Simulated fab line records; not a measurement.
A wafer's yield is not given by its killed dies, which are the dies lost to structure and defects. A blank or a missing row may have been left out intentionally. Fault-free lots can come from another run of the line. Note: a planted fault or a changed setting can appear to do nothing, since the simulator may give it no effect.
Chamber matching -- flow n5-finfet -- N5_BEOL_M2_ALD_84 on ald-metal-02 has 4 sister chambers
The step deposits TaN, pulse time 2 s, purge time 3 s, co reactant purge time 2 s. 7 wafers are shown with their chamber, then 7 later ones without.

== WAFERS, EACH WITH ITS CHAMBER ==
wafer,chamber,heater-power-w (W)
L075.5,1,393
L077.6,3,353
L082.3,3,358
L083.1,1,391
L083.2,2,487
L084.2,0,363
L084.5,0,366

== WAFERS WHOSE CHAMBER IS MISSING ==
wafer,heater-power-w (W)
L084.6,354
L087.1,494
L087.3,400
L087.5,349
L088.1,479
L088.2,390
L088.4,369

== CHAMBER TAKEN BY EACH ==
wafer,from the rows above,in truth
L084.6,3,3
L087.1,2,2
L087.3,1,1
L087.5,3,3
L088.1,2,2
L088.2,1,1
L088.4,0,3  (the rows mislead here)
Correctly placed: 6 of 7. From these rows, 0 cannot be placed. Wrongly placed: 1.
How it was worked out, from the rows above alone: a wafer's distance from a chamber is the root of the sum, over the readings, of the square of ((its reading less the chamber's mean) divided by the reading's scatter). The wafer belongs to the nearest chamber; if the next one is less than 2 further off, it can't be placed. Each chamber's mean is taken over the wafers shown for it. The scatter: the root of (the sum of the squares of (reading less its chamber's mean) over the shown wafers, divided by (wafers less chambers)).
